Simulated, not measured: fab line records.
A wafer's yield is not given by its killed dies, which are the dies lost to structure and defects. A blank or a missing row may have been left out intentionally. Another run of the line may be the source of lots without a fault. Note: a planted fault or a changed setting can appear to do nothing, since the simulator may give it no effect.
fab line records | flow nand_harc
record: lots: 24 wafers: 72 last_day: 33
route steps=1302 shown P_BONDPAD@381 A_ONON_D1@443 A_CHANNEL_HOLE_D1@463 A_CHANNEL_FILL_D1@517 A_DECK1_JOINT@528
lots untouched by any fault: they come from a run of this same line in which no faults occurred
start_h: hours from the record's first day to the start of the lot's first wafer shown | wait_h: hours elapsed since this lot's preceding step | " same as the row above | L1.1+2: a row that stands for several wafers | - value missing, or start not given | * or withheld: withheld | < > ~ a bound
route shown NAME@n: a module of which the file shows steps, and the number in the route of the first | usual: average and standard deviation across the fault-free wafers | same: alike in all rows | chamber/n: place in a boat | sites: readings site by site | _std_site: their standard deviation | _edge_site: outer sites' mean less inner sites' | radius_mm: how far each site lies from the wafer's centre | mask NAME#n: copy n | behind: the tool/chamber that last shaped the wafer | hold: cause of the lot's hold/its duration in hours/its outcome | device: names the non-switching transistor (n, p or np) | end of line: the tests these same wafers got at the end of their route | a step with no rows: only its recipe | killed: dies that structure and defects cost at the first sort, which is not the same as the wafer's yield | map: dies across one wafer; x = killed, . = not, _ = none there
set.NAME: the setting the step ran with; set.NAME@STEP: the setting that earlier step ran with | model.NAME: the simulator's own value behind a step, which no gauge read
a sample of lots followed through the steps of the route, with each step as a table and each wafer as a row
services: from which hour (start_h, from the record's first day; less than 0 if before it) a tool's chamber was out of use, for how many hours, and why
== steps ==
step: NHARC_P_BONDPAD_THK_MEAS_20
recipe: thk_meas_gauge: xrf
usual: thk_nm: 161.3/1.4
columns lot.wafer tool chamber start_h wait_h thk_nm
L074.1 film_metro-01 - 132.48 - 159.8
L074.2 " - " " 164.2
L074.4 " - " " 162.2
L075.2 film_metro-02 - 147.86 - 161.2
L075.5 " - " " 160.1
L075.6 " - " " 160.8
L076.1 film_metro-01 - 151.28 - 158.3
L076.2 " - " " 164.5
L076.5 " - " " 161.0
L077.2 film_metro-01 - 166.87 - 162.2
L077.3 " - " " 163.2
L077.6 " - " " 159.7
L078.1 film_metro-02 - 175.77 - 159.7
L078.3 " - " " 162.3
L078.5 " - " " 158.7
L079.2 film_metro-02 - 185.88 - 161.3
L079.5 " - " " 160.5
L079.6 " - " " 162.7
L080.1 film_metro-02 - 200.40 - 161.4
L080.3 " - " " 159.1
L080.5 " - " " 162.2
L081.3 film_metro-02 - 214.58 - 161.2
L081.4 " - " " 164.0
L081.6 " - " " 159.4
L082.1 film_metro-02 - 217.89 - 162.0
L082.4 " - " " 158.6
L082.6 " - " " 160.7
L083.2 film_metro-01 - 232.76 - 161.4
L083.4 " - " " 162.5
L083.6 " - " " 161.1
L084.2 film_metro-01 - 247.98 - 161.7
L084.3 " - " " 162.9
L084.5 " - " " 162.8
L085.1 film_metro-01 - 248.59 - 158.3
L085.2 " - " " 161.4
L085.3 " - " " 159.5
L086.3 film_metro-02 - 258.53 - 161.7
L086.5 " - " " 158.9
L086.6 " - " " 162.4
L088.4 film_metro-01 - 279.24 - 161.0
L088.5 " - " " 163.3
L088.6 " - " " 161.2
L087.1 film_metro-02 - 280.28 - 159.7
L087.2 " - " " 161.5
L087.6 " - " " 161.1
L089.1 film_metro-02 - 291.58 - 162.1
L089.3 " - " " 161.7
L089.6 " - " " 161.4
L090.1 film_metro-02 - 298.38 - 160.4
L090.3 " - " " 162.1
L090.5 " - " " 162.2
L091.3 film_metro-02 - 309.45 - 161.0
L091.4 " - " " 161.1
L091.6 " - " " 162.4
L092.1 film_metro-02 - 322.21 - 161.5
L092.2 " - " " 158.8
L092.3 " - " " 160.9
L093.1 film_metro-02 - 322.50 - 159.7
L093.2 " - " " 160.9
L093.3 " - " " 162.3
L094.1 film_metro-01 - 331.88 - 161.6
L094.2 " - " " 161.4
L094.4 " - " " 160.3
L095.2 film_metro-01 - 345.14 - 162.1
L095.3 " - " " 162.7
L095.6 " - " " 162.8
L096.1 film_metro-02 - 359.48 - 161.6
L096.2 " - " " 159.9
L096.6 " - " " 161.2
L097.2 film_metro-01 - 367.40 - 161.2
L097.3 " - " " 161.9
L097.6 " - " " 162.2
step: NHARC_P_BONDPAD_ACTIVATE_29
recipe: time_s: 60 n2_flow_sccm: 200 ar_flow_sccm: 0 bias_power_w: 0 chemistry: N2
usual: drypump_motor_current_A: 5.8/0.4 mfc_ar_sccm: 0.013/0.012 oes_product_au: 1.003/0.011 rf_vpp_V: 64.0/0.94 showerhead_plenum_p_Torr: 1.75/0.07
columns lot.wafer tool chamber start_h wait_h drypump_motor_current_A mfc_ar_sccm oes_product_au rf_hours_counter_h rf_vpp_V showerhead_plenum_p_Torr
L074.2 rie_diel-02 1 132.75 0.1 6.1 0.007 0.979 1.7 63.4 1.66
L074.1 " 2 " " 5.4 0 1.021 1.7 62.8 1.71
L074.4 " 3 " " 5.6 0.007 1.014 1.5 63.4 1.79
L075.2 rie_diel-02 0 148.16 0.1 5.5 0.022 1.008 1.8 63.8 1.84
L075.6 " 3 " " 5.6 0.007 1.004 - 63.5 1.79
L075.5 " 0 " " 5.5 0.022 1.011 - 65.4 1.84
L076.1 rie_diel-13 3 151.60 0.1 6.8 0 1.013 8.2 64.8 1.77
L076.2 " 0 " " 5.5 0.014 0.997 9.4 65.1 1.78
L076.5 " 2 " " 5.8 0.031 1.017 - 63.5 1.68
L077.3 rie_diel-07 3 167.19 0.1 5.7 0.012 1.000 2.4 63.6 1.67
L077.2 " 0 " " 5.9 0.010 1.006 2.4 63.5 1.71
L077.6 " 2 " " 5.2 0.030 0.998 - 65.5 1.77
L078.3 rie_diel-02 1 176.08 0.1 6.1 0.007 0.990 2.5 62.9 1.66
L078.1 " 3 " " 5.6 0.007 1.010 2.3 63.7 1.79
L078.5 " 1 " " 6.1 0.007 0.986 - 63.3 1.66
L079.2 rie_diel-02 0 186.21 0.1 5.5 0.022 1.016 2.3 65.1 1.84
L079.5 " 1 " " 6.1 0.007 0.986 - 64.8 1.66
L079.6 " 2 " " 5.4 0 1.005 - 62.5 1.71
L080.1 rie_diel-07 2 200.67 0.1 5.2 0.030 0.998 4.5 64.9 1.77
L080.3 " 1 " " 6.3 0.037 1.007 5.0 66.4 1.90
L080.5 " 2 " " 5.2 0.030 1.003 - 63.4 1.77
L081.4 rie_diel-07 2 214.85 0.1 5.2 0.030 1.002 5.7 63.5 1.77
L081.3 " 0 " " 6.0 0.010 0.995 5.6 64.8 1.71
L081.6 " 3 " " 5.7 0.012 1.006 - 63.8 1.67
L082.1 rie_diel-13 1 218.21 0.1 5.8 0 1.028 1.8 63.2 1.80
L082.6 " 2 " " 5.8 0.031 1.005 - 62.9 1.68
L082.4 " 3 " " 6.8 0 1.012 - 64.6 1.77
L083.2 rie_diel-13 0 233.03 0.1 5.5 0.014 1.001 2.9 64.4 1.78
L083.4 " 2 " " 5.8 0.031 1.001 2.7 63.9 1.68
L083.6 " 0 " " 5.5 0.014 1.003 - 64.5 1.78
L084.2 rie_diel-02 3 248.28 0.1 5.6 0.007 1.011 0.7 65.2 1.79
L084.3 " 0 " " 5.5 0.022 1.004 0.8 64.8 1.84
L084.5 " 2 " " 5.4 0 0.976 - 64.9 1.71
L085.3 rie_diel-02 2 248.89 0.1 5.4 0 0.996 0.6 63.6 1.71
L085.1 " 3 " " 5.6 0.007 1.005 0.8 63.1 1.79
L085.2 " 0 " " 5.4 0.022 1.005 0.8 65.9 1.84
L086.3 rie_diel-07 3 258.82 0.1 5.7 0.012 0.990 7.2 63.1 1.67
L086.6 " 3 " " 5.7 0.012 0.995 - 64.0 1.67
L086.5 " 0 " " 5.9 0.010 0.988 - 63.1 1.71
L088.4 rie_diel-13 1 279.52 0.1 5.8 0 1.014 5.4 64.4 1.80
L088.6 " 1 " " 5.7 0 1.014 - 64.9 1.80
L088.5 " 2 " " 5.8 0.031 0.999 - 64.7 1.68
L087.2 rie_diel-02 2 280.57 0.1 5.4 0 0.989 2.0 62.5 1.71
L087.1 " 3 " " 5.6 0.007 1.020 1.9 64.7 1.79
L087.6 " 1 " " 6.1 0.007 0.998 - 63.6 1.65
L089.3 rie_diel-13 2 291.87 0.1 5.8 0.031 1.002 5.4 65.0 1.68
L089.1 " 0 " " 5.5 0.014 1.009 5.9 64.7 1.78
L089.6 " 2 " " 5.8 0.031 0.998 - 64.1 1.68
L090.1 rie_diel-13 1 298.68 0.1 5.8 0 1.011 7.0 65.3 1.79
L090.3 " 2 " " 5.8 0.031 0.994 5.7 63.9 1.68
L090.5 " 1 " " 5.8 0 1.018 - 64.3 1.79
L091.4 rie_diel-07 3 309.74 0.1 5.7 0.012 0.983 0.1 64.3 1.66
L091.3 " 0 " " 6.0 0.010 0.996 0.1 63.7 1.70
L091.6 " 3 " " 5.7 0.012 0.995 - 63.8 1.66
L092.1 rie_diel-02 1 322.51 0.1 6.1 0.007 1.003 3.5 62.9 1.66
L092.2 " 2 " " 5.4 0 0.990 3.6 63.7 1.71
L092.3 " 3 " " 5.6 0.007 1.016 3.3 64.8 1.79
L093.1 rie_diel-13 3 322.77 0.1 6.8 0 1.018 7.5 63.8 1.77
L093.3 " 0 " " 5.5 0.014 1.005 8.0 64.0 1.78
L093.2 " 2 " " 5.8 0.031 1.016 6.7 62.2 1.68
L094.1 rie_diel-07 1 332.15 0.1 6.3 0.037 1.005 2.0 64.0 1.90
L094.2 " 2 " " 5.2 0.030 0.986 2.5 64.6 1.77
L094.4 " 3 " " 5.7 0.012 0.989 2.6 63.9 1.66
L095.2 rie_diel-02 2 345.45 0.1 5.4 0 1.011 4.4 64.3 1.71
L095.3 " 3 " " 5.6 0.007 1.021 4.0 64.3 1.79
L095.6 " 0 " " 5.5 0.022 1.013 - 62.0 1.84
L096.1 rie_diel-07 2 359.75 0.1 5.2 0.030 1.003 3.4 64.7 1.77
L096.2 " 3 " " 5.7 0.012 0.990 3.6 64.6 1.66
L096.6 " 2 " " 5.2 0.030 0.997 - 64.8 1.77
L097.3 rie_diel-02 3 367.70 0.1 5.6 0.007 1.018 4.6 62.5 1.79
L097.2 " 1 " " 6.1 0.007 0.989 5.0 63.7 1.65
L097.6 " 3 " " 5.6 0.007 1.021 - 63.2 1.79
step: NHARC_A_ONON_D1_THK_MEAS_27
recipe: thk_meas_gauge: ellipsometry
usual: thk_nm: 998/9.1
columns lot.wafer tool chamber start_h wait_h thk_nm
L074.1 film_metro-01 - 166.93 - 993
L074.2 " - " " 991
L074.4 " - " " 993
L075.2 film_metro-01 - 183.95 - 1006
L075.5 " - " " 1006
L075.6 " - " " 1005
L076.1 film_metro-02 - 189.15 - 1001
L076.2 " - " " 1002
L076.5 " - " " 1001
L077.2 film_metro-02 - 202.92 - 1000
L077.3 " - " " 1000
L077.6 " - " " 1000
L078.1 film_metro-01 - 212.61 - 1011
L078.3 " - " " 1011
L078.5 " - " " 1011
L079.2 film_metro-02 - 229.10 - 1003
L079.5 " - " " 1004
L079.6 " - " " 1001
L080.1 film_metro-01 - 236.54 - 990
L080.3 " - " " 989
L080.5 " - " " 991
L081.3 film_metro-01 - 254.02 - 997
L081.4 " - " " 997
L081.6 " - " " 997
L082.1 film_metro-02 - 254.05 - 988
L082.4 " - " " 987
L082.6 " - " " 988
L083.2 film_metro-01 - 270.15 - 1016
L083.4 " - " " 1016
L083.6 " - " " 1017
L084.2 film_metro-01 - 283.30 - 982
L084.3 " - " " 983
L084.5 " - " " 983
L085.1 film_metro-02 - 283.31 - 1001
L085.2 " - " " 998
L085.3 " - " " 999
L086.3 film_metro-02 - 294.90 - 996
L086.5 " - " " 996
L086.6 " - " " 996
L088.4 film_metro-02 - 318.40 - 985
L088.5 " - " " 984
L088.6 " - " " 983
L087.1 film_metro-02 - 318.55 - 991
L087.2 " - " " 989
L087.6 " - " " 989
L089.1 film_metro-02 - 328.88 - 993
L089.3 " - " " 994
L089.6 " - " " 994
L090.1 film_metro-02 - 334.72 - 999
L090.3 " - " " 1001
L090.5 " - " " 1002
L091.3 film_metro-02 - 346.39 - 1013
L091.4 " - " " 1013
L091.6 " - " " 1012
L092.1 film_metro-02 - 357.49 - 994
L092.2 " - " " 994
L092.3 " - " " 997
L093.1 film_metro-01 - 357.49 - 1012
L093.2 " - " " 1009
L093.3 " - " " 1009
L094.1 film_metro-01 - 370.12 - 994
L094.2 " - " " 992
L094.4 " - " " 996
L095.2 film_metro-01 - 380.28 - 1011
L095.3 " - " " 1010
L095.6 " - " " 1011
L096.1 film_metro-02 - 396.99 - 993
L096.2 " - " " 995
L096.6 " - " " 994
L097.2 film_metro-01 - 403.19 - 993
L097.3 " - " " 992
L097.6 " - " " 991
step: NHARC_A_CHANNEL_HOLE_D1_OVL_MEAS_11
usual: overlay_x_nm: 0.1/0.78 overlay_y_nm: 0.2/0.75
columns lot.wafer tool chamber start_h wait_h overlay_x_nm overlay_y_nm
L074.1 overlay-02 - 170.85 - 0.8 0.5
L074.2 " - " " 0.8 -0.5
L074.4 " - " " 0.4 0.2
L075.2 overlay-02 - 187.74 - 0.2 1.3
L075.5 " - " " 0.5 0.5
L075.6 " - " " 0.1 1.1
L076.1 overlay-02 - 194.90 - -0.1 -0.1
L076.2 " - " " 0.3 -0.1
L076.5 " - " " -0.3 -0.3
L077.2 overlay-02 - 206.84 - 0.4 1.3
L077.3 " - " " 0.3 1.0
L077.6 " - " " 0.4 1.0
L078.1 overlay-02 - 217.78 - -1.0 1.1
L078.3 " - " " -1.1 0.9
L078.5 " - " " -0.9 1.6
L079.2 overlay-01 - 233.05 - -1.2 -0.7
L079.5 " - " " -1.1 -1.0
L079.6 " - " " -0.5 -0.5
L080.1 overlay-02 - 241.01 - 1.3 -1.0
L080.3 " - " " 0.4 -1.1
L080.5 " - " " 0.7 -1.3
L082.1 overlay-01 - 258.45 - 0.1 0.8
L082.4 " - " " 0.4 0.3
L082.6 " - " " 0.0 0.4
L081.3 overlay-01 - 259.40 - 1.3 0.2
L081.4 " - " " 0.9 0.8
L081.6 " - " " 0.9 0.9
L083.2 overlay-01 - 276.57 - -0.6 -0.6
L083.4 " - " " 0.3 -0.2
L083.6 " - " " -0.4 0.0
L085.1 overlay-02 - 288.93 - -0.7 1.2
L085.2 " - " " -0.5 0.9
L085.3 " - " " 0.0 1.1
L084.2 overlay-02 - 289.43 - 1.2 -0.8
L084.3 " - " " 1.5 -0.3
L084.5 " - " " 1.3 -0.7
L086.3 overlay-02 - 301.85 - 0.5 0.7
L086.5 " - " " 0.5 0.7
L086.6 " - " " 0.3 0.5
L088.4 overlay-01 - 325.27 - 0.4 0.0
L088.5 " - " " -0.3 -0.4
L088.6 " - " " -0.1 0.7
L087.1 overlay-02 - 325.97 - -0.8 0.7
L087.2 " - " " -0.5 0.5
L087.6 " - " " -0.7 0.2
L089.1 overlay-02 - 334.11 - 1.0 0.7
L089.3 " - " " 0.6 0.6
L089.6 " - " " 1.7 0.9
L090.1 overlay-01 - 338.62 - -0.4 0.1
L090.3 " - " " -0.9 -0.2
L090.5 " - " " -0.3 0.1
L091.3 overlay-02 - 350.31 - -1.1 1.2
L091.4 " - " " -1.1 0.9
L091.6 " - " " -1.2 1.2
L092.1 overlay-01 - 362.03 - 0.1 -0.1
L092.2 " - " " -1.0 0.2
L092.3 " - " " -0.3 -0.2
L093.1 overlay-01 - 362.78 - 1.4 0.7
L093.2 " - " " 1.4 0.1
L093.3 " - " " 1.7 0.2
L094.1 overlay-01 - 377.49 - 1.1 -0.1
L094.2 " - " " 1.3 -0.1
L094.4 " - " " 0.7 1.0
L095.2 overlay-01 - 384.19 - 0.0 0.4
L095.3 " - " " -0.3 0.2
L095.6 " - " " 0.3 -0.2
L096.1 overlay-02 - 401.07 - 0.4 -1.6
L096.2 " - " " 0.4 -1.0
L096.6 " - " " 0.2 -1.0
L097.2 overlay-02 - 406.99 - -0.1 -0.7
L097.3 " - " " -0.8 -0.7
L097.6 " - " " -0.6 -0.5
step: NHARC_A_CHANNEL_FILL_D1_INSPECT_13
usual: raw_defect_count: 309/96
columns lot.wafer tool chamber start_h wait_h raw_defect_count
L074.1 defect_inspect-01 - 225.77 0.0 187
L074.2 " - " " 249
L074.4 " - " " 391
L075.2 defect_inspect-02 - 242.80 0.0 306
L075.5 " - " " 265
L075.6 " - " " 331
L076.1 defect_inspect-02 - 257.15 0.0 312
L076.2 " - " " 272
L076.5 " - " " 195
L077.2 defect_inspect-02 - 265.53 0.0 298
L077.3 " - " " 316
L077.6 " - " " 338
L078.1 defect_inspect-01 - 277.06 0.0 245
L078.3 " - " " 239
L078.5 " - " " 241
L079.2 defect_inspect-01 - 288.03 0.0 259
L079.5 " - " " 349
L079.6 " - " " 209
L080.1 defect_inspect-01 - 297.06 0.0 368
L080.3 " - " " 236
L080.5 " - " " 185
L082.1 defect_inspect-01 - 313.53 0.0 193
L082.4 " - " " 271
L082.6 " - " " 256
L081.3 defect_inspect-02 - 313.53 0.0 290
L081.4 " - " " 289
L081.6 " - " " 268
L083.2 defect_inspect-01 - 335.51 0.0 479
L083.4 " - " " 334
L083.6 " - " " 320
L084.2 defect_inspect-02 - 346.06 0.0 348
L084.3 " - " " 273
L084.5 " - " " 353
L085.1 defect_inspect-01 - 346.06 0.0 364
L085.2 " - " " 377
L085.3 " - " " 297
L086.3 defect_inspect-01 - 359.80 0.0 217
L086.5 " - " " 100
L086.6 " - " " 282
L088.4 defect_inspect-02 - 380.40 0.0 287
L088.5 " - " " 254
L088.6 " - " " 374
L087.1 defect_inspect-02 - 380.40 0.0 391
L087.2 " - " " 558
L087.6 " - " " 320
L089.1 defect_inspect-02 - 390.68 0.0 334
L089.3 " - " " 327
L089.6 " - " " 326
L090.1 defect_inspect-01 - 390.68 0.0 184
L090.3 " - " " 166
L090.5 " - " " 197
L091.3 defect_inspect-01 - 405.74 0.0 291
L091.4 " - " " 360
L091.6 " - " " 257
L093.1 defect_inspect-02 - 417.39 0.0 285
L093.2 " - " " 733
L093.3 " - " " 401
L092.1 defect_inspect-02 - 417.44 0.0 279
L092.2 " - " " 198
L092.3 " - " " 250
L094.1 defect_inspect-02 - 432.70 0.0 148
L094.2 " - " " 254
L094.4 " - " " 227
L095.2 defect_inspect-02 - 441.70 0.0 270
L095.3 " - " " 378
L095.6 " - " " 233
L096.1 defect_inspect-01 - 458.24 0.0 198
L096.2 " - " " 290
L096.6 " - " " 268
L097.2 defect_inspect-01 - 462.13 0.0 185
L097.3 " - " " 312
L097.6 " - " " 310
step: NHARC_A_DECK1_JOINT_THK_MEAS_14
recipe: thk_meas_gauge: ellipsometry
usual: thk_nm: 51.1/1.6
columns lot.wafer tool chamber start_h wait_h thk_nm
L074.1 film_metro-01 - 236.40 0.2 50.2
L074.2 " - " " 49.1
L074.4 " - " " 49.5
L075.2 film_metro-02 - 253.25 0.2 50.1
L075.5 " - " " 50.7
L075.6 " - " " 50.7
L076.1 film_metro-02 - 267.81 0.2 51.0
L076.2 " - " " 52.6
L076.5 " - " " 54.5
L077.2 film_metro-02 - 276.00 0.2 50.6
L077.3 " - " " 50.7
L077.6 " - " " 52.5
L078.1 film_metro-02 - 287.67 0.2 53.2
L078.3 " - " " 49.7
L078.5 " - " " 52.8
L079.2 film_metro-02 - 298.57 0.2 50.3
L079.5 " - " " 51.1
L079.6 " - " " 49.0
L080.1 film_metro-02 - 307.67 0.2 50.6
L080.3 " - " " 50.5
L080.5 " - " " 50.3
L081.3 film_metro-01 - 324.13 0.2 53.4
L081.4 " - " " 51.9
L081.6 " - " " 53.9
L082.1 film_metro-02 - 324.13 0.2 51.0
L082.4 " - " " 51.2
L082.6 " - " " 49.4
L083.2 film_metro-02 - 346.13 0.2 54.5
L083.4 " - " " 52.6
L083.6 " - " " 50.7
L084.2 film_metro-01 - 356.72 0.2 48.2
L084.3 " - " " 49.2
L084.5 " - " " 49.6
L085.1 film_metro-02 - 356.72 0.2 53.5
L085.2 " - " " 50.6
L085.3 " - " " 52.1
L086.3 film_metro-02 - 370.26 0.2 49.3
L086.5 " - " " 49.8
L086.6 " - " " 51.0
L087.1 film_metro-02 - 391.49 0.2 52.0
L087.2 " - " " 50.2
L087.6 " - " " 52.0
L088.4 film_metro-01 - 391.49 0.2 51.8
L088.5 " - " " 50.3
L088.6 " - " " 51.6
L089.1 film_metro-02 - 403.20 0.2 51.7
L089.3 " - " " 51.8
L089.6 " - " " 50.2
L090.1 film_metro-01 - 403.20 0.2 50.9
L090.3 " - " " 50.6
L090.5 " - " " 51.9
L091.3 film_metro-01 - 416.51 0.2 52.3
L091.4 " - " " 47.9
L091.6 " - " " 49.4
L093.1 film_metro-02 - 427.88 0.2 53.0
L093.2 " - " " 51.6
L093.3 " - " " 49.2
L092.1 film_metro-01 - 427.88 0.2 51.3
L092.2 " - " " 53.5
L092.3 " - " " 52.2
L094.1 film_metro-01 - 443.35 0.2 52.6
L094.2 " - " " 51.3
L094.4 " - " " 50.2
L095.2 film_metro-02 - 452.33 0.2 49.0
L095.3 " - " " 50.2
L095.6 " - " " 51.6
L096.1 film_metro-02 - 468.88 0.2 55.3
L096.2 " - " " 52.8
L096.6 " - " " 51.5
L097.2 film_metro-02 - 472.76 0.2 48.4
L097.3 " - " " 49.7
L097.6 " - " " 49.9
== services ==
columns tool chamber start_h hours kind
rie_diel-07 3 114.87 3.7 repair
rie_diel-07 - 117.20 9.0 pm
rie_diel-02 0 122.20 - clean
rie_diel-02 1 122.20 - clean
rie_diel-02 2 122.20 - clean
rie_diel-02 3 122.20 - clean
rie_diel-13 0 136.59 4.9 repair
rie_diel-07 - 143.23 1.0 repair
rie_diel-02 0 146.70 - clean
rie_diel-02 1 146.70 - clean
rie_diel-13 - 165.01 9.0 pm
rie_diel-02 0 174.63 1.2 repair
rie_diel-02 - 186.42 0.4 repair
rie_diel-13 0 190.23 5.5 repair
rie_diel-07 2 192.85 3.8 repair
rie_diel-13 0 216.19 6.8 repair
rie_diel-02 - 216.70 9.0 pm
rie_diel-07 1 229.72 6.6 repair
rie_diel-13 0 283.41 4.2 repair
rie_diel-07 - 294.20 9.0 pm
rie_diel-13 2 294.65 1.3 repair
rie_diel-13 2 308.50 5.5 repair
rie_diel-02 1 331.10 1.5 repair
rie_diel-13 - 342.01 9.0 pm
== key ==
fault none
